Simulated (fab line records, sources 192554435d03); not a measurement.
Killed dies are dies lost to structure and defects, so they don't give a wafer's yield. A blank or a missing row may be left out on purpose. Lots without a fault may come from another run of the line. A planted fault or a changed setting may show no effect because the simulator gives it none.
Chamber matching | flow n5_finfet | N5_BEOL_M3_ALD_84 on ald_metal-03: 4 sister chambers
The step deposits TaN, pulse time 2 s, purge time 3 s, co reactant purge time 2 s. 4 wafers are shown with their chamber, then 8 later ones without.

WAFERS WITH THEIR CHAMBER
wafer  | chamber | heater_power_w (W)
L084.3 | 0       | 403
L084.5 | 3       | 475
L084.6 | 2       | 473
L092.2 | 1       | 350

WAFERS WITHOUT THEIR CHAMBER
wafer  | heater_power_w (W)
L092.3 | 479
L092.4 | 465
L096.3 | 365
L096.5 | 401
L096.6 | 358
L097.1 | 450
L097.4 | 479
L097.5 | 402

WHICH CHAMBER EACH WENT THROUGH
wafer  | from the rows above     | in truth
L092.3 | can't be placed: 3 or 2 | 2
L092.4 | can't be placed: 2 or 3 | 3
L096.3 | 1                       | 1
L096.5 | 0                       | 0
L096.6 | 1                       | 1
L097.1 | can't be placed: 2 or 3 | 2
L097.4 | can't be placed: 3 or 2 | 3
L097.5 | 0                       | 0
Placed correctly: 4 of 8. Can't be placed from these rows: 4 (the true chamber is among the candidates in 4). Placed wrongly: 0.
How it was worked out, from the rows above alone: a wafer's distance from a chamber is the root of the sum, over the readings, of the square of ((its reading less the chamber's mean) divided by the reading's scatter). The wafer belongs to the nearest chamber; if the next one is less than 2 further off, it can't be placed. A chamber's mean is the mean of its shown wafers. The scatter: with one shown wafer a chamber, the root of the mean of the squares of how far each hidden wafer lies from its nearest shown one.
